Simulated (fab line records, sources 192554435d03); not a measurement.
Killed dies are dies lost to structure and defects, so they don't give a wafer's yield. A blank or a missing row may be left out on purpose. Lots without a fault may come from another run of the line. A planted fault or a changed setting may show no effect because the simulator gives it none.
Chamber matching | flow n5_finfet | N5_BEOL_M10_VIA_ETCH_34 on rie_diel-01: 4 sister chambers
The step etches SiCOH lowk in C4F6/O2, target depth 184.5 nm, time 69.2 s. 4 wafers are shown with their chamber, then 8 later ones without.

WAFERS WITH THEIR CHAMBER
wafer  | chamber | showerhead_plenum_p_Torr (Torr)
L088.2 | 0       | 2.78
L092.4 | 3       | 2.87
L092.6 | 1       | 2.88
L095.1 | 2       | 3.01

WAFERS WITHOUT THEIR CHAMBER
wafer  | showerhead_plenum_p_Torr (Torr)
L095.3 | 2.88
L095.5 | 2.87
L096.1 | 2.77
L096.5 | 3.00
L096.6 | 2.77
L097.1 | 3.00
L097.3 | 2.88
L097.5 | 2.77

WHICH CHAMBER EACH WENT THROUGH
wafer  | from the rows above     | in truth
L095.3 | can't be placed: 1 or 3 | 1
L095.5 | can't be placed: 3 or 1 | 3
L096.1 | 0                       | 0
L096.5 | 2                       | 2
L096.6 | 0                       | 0
L097.1 | 2                       | 2
L097.3 | can't be placed: 1 or 3 | 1
L097.5 | 0                       | 0
Placed correctly: 5 of 8. Can't be placed from these rows: 3 (the true chamber is among the candidates in 3). Placed wrongly: 0.
How it was worked out, from the rows above alone: a wafer's distance from a chamber is the root of the sum, over the readings, of the square of ((its reading less the chamber's mean) divided by the reading's scatter). The wafer belongs to the nearest chamber; if the next one is less than 2 further off, it can't be placed. A chamber's mean is the mean of its shown wafers. The scatter: with one shown wafer a chamber, the root of the mean of the squares of how far each hidden wafer lies from its nearest shown one.
